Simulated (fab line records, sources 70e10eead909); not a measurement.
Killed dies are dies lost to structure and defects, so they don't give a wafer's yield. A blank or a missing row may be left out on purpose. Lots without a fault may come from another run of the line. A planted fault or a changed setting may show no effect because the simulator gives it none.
Which tool was responsible?    flow nand_harc    22 lots, 66 wafers sampled, at 2 steps of a route of 1159

== WHAT EACH GAUGE READ, for each wafer ==
NHARC_A_SOURCE_PLATE_INSPECT_08. Usual: raw_defect_count 58, standard deviation 23.
lot   measured      on                 raw_defect_count  flag
L074  day 7 05:29   defect_inspect-02  108 98 82         
L077  day 8 06:25   defect_inspect-02  99 49 92          
L076  day 8 06:22   defect_inspect-01  60 67 53          
L078  day 8 06:22   defect_inspect-02  32 40 36          
L075  day 8 10:08   defect_inspect-01  31 42 60          
L079  day 9 02:03   defect_inspect-02  30 56 35          
L080  day 9 02:03   defect_inspect-01  39 64 44          
L082  day 9 08:55   defect_inspect-01  45 28 56          
L083  day 9 21:54   defect_inspect-01  33 31 33          
L087  day 10 14:54  defect_inspect-01  92 50 80          
L086  day 10 14:53  defect_inspect-01  98 82 103         
L084  day 10 14:53  defect_inspect-02  98 111 74         
L085  day 11 01:22  defect_inspect-02  22 25 38          
L088  day 11 06:35  defect_inspect-01  41 59 41          
L089  day 11 06:35  defect_inspect-02  81 64 44          
L090  day 11 13:52  defect_inspect-02  54 73 33          
L093  day 11 23:23  defect_inspect-01  88 93 50          
L092  day 11 23:26  defect_inspect-02  66 23 43          
L094  day 12 05:53  defect_inspect-01  52 46 34          
L096  day 12 16:55  defect_inspect-01  58 55 70          
L095  day 12 16:56  defect_inspect-02  37 93 47          
L097  day 13 20:37  defect_inspect-01  38 26 58          

== WHICH TOOL RAN EACH LOT (tool, then ch and the chambers of the sampled wafers, then the start) ==
lot   NHARC_A_ZERO_WELL_RTA_16
L074  rtp_anneal-01 ch 0, day 6 08:48
L077  rtp_anneal-02 ch 0, day 7 09:47
L076  rtp_anneal-02 ch 0, day 7 10:07
L078  rtp_anneal-02 ch 0, day 7 12:46
L075  rtp_anneal-02 ch 0, day 7 13:29
L079  rtp_anneal-01 ch 0, day 8 04:41
L080  rtp_anneal-02 ch 0, day 8 06:40
L082  rtp_anneal-01 ch 0, day 8 12:10
L083  rtp_anneal-01 ch 0, day 9 01:20
L087  rtp_anneal-02 ch 0, day 9 18:25
L086  rtp_anneal-02 ch 0, day 9 19:02
L084  rtp_anneal-01 ch 0, day 9 20:23
L085  rtp_anneal-02 ch 0, day 10 04:04
L088  rtp_anneal-01 ch 0, day 10 10:05
L089  rtp_anneal-01 ch 0, day 10 10:36
L090  rtp_anneal-01 ch 0, day 10 15:19
L093  rtp_anneal-02 ch 0, day 11 02:50
L092  rtp_anneal-01 ch 0, day 11 03:32
L094  rtp_anneal-02 ch 0, day 11 09:04
L096  rtp_anneal-01 ch 0, day 11 20:26
L095  rtp_anneal-02 ch 0, day 11 21:06
L097  rtp_anneal-01 ch 0, day 12 23:22
- NHARC_A_ZERO_WELL_RTA_16: time 10 s.

== WHAT THE TOOLS THEMSELVES READ (means of the sampled wafers that have a number; where no wafer has one, the mark that the record gives instead) ==
NHARC_A_ZERO_WELL_RTA_16. Usual: lamp_power_pct 33.4 %, standard deviation 1.8; lamp_zone_7_pct 33.9 %, standard deviation 1.8; wafer_temp_C_max 1003.4, standard deviation 1.
lot   tool           lamp_power_pct (%)  lamp_zone_7_pct (%)  wafer_temp_C_max  flag
L074  rtp_anneal-01  35.0                35.6                 1004.5            
L077  rtp_anneal-02  31.5                31.9                 1002.6            
L076  rtp_anneal-02  31.5                32.0                 1002.8            
L078  rtp_anneal-02  31.4                31.9                 1001.8            
L075  rtp_anneal-02  31.4                31.9                 1002.7            
L079  rtp_anneal-01  35.0                35.5                 1004.4            
L080  rtp_anneal-02  31.5                32.0                 1002.0            
L082  rtp_anneal-01  35.0                35.5                 1004.7            
L083  rtp_anneal-01  35.0                35.5                 1004.7            
L087  rtp_anneal-02  31.4                32.0                 1002.8            
L086  rtp_anneal-02  31.4                32.0                 1002.8            
L084  rtp_anneal-01  35.0                35.5                 1004.3            
L085  rtp_anneal-02  31.4                31.9                 1002.1            
L088  rtp_anneal-01  35.0                35.5                 1003.8            
L089  rtp_anneal-01  35.0                35.6                 1003.5            
L090  rtp_anneal-01  34.9                35.5                 1003.6            
L093  rtp_anneal-02  31.4                32.0                 1002.9            
L092  rtp_anneal-01  35.0                35.5                 1004.2            
L094  rtp_anneal-02  31.4                31.9                 1002.4            
L096  rtp_anneal-01  35.0                35.6                 1004.7            
L095  rtp_anneal-02  31.5                32.0                 1002.4            
L097  rtp_anneal-01  34.9                35.5                 1003.5            

== THE ANSWER, worked out from the rows above alone ==
Rule: a lot is off if the mean of its wafers that have a number lies more than 3 standard deviations from the usual mean. A lot without any number at a reading at which 4 lots or more have one is off too. All remaining lots with rows at the step are treated as sound. After the gauges, taken in route order, come the tools' own readings; for these a lot's mean is taken, as printed above. At the first step where some lot is off, the reading lying furthest off is the one used; lots without a number count as furthest.
No lot is off at any reading shown: from this, nothing can be told.

== WHAT THE SIMULATOR HAD INSERTED ==
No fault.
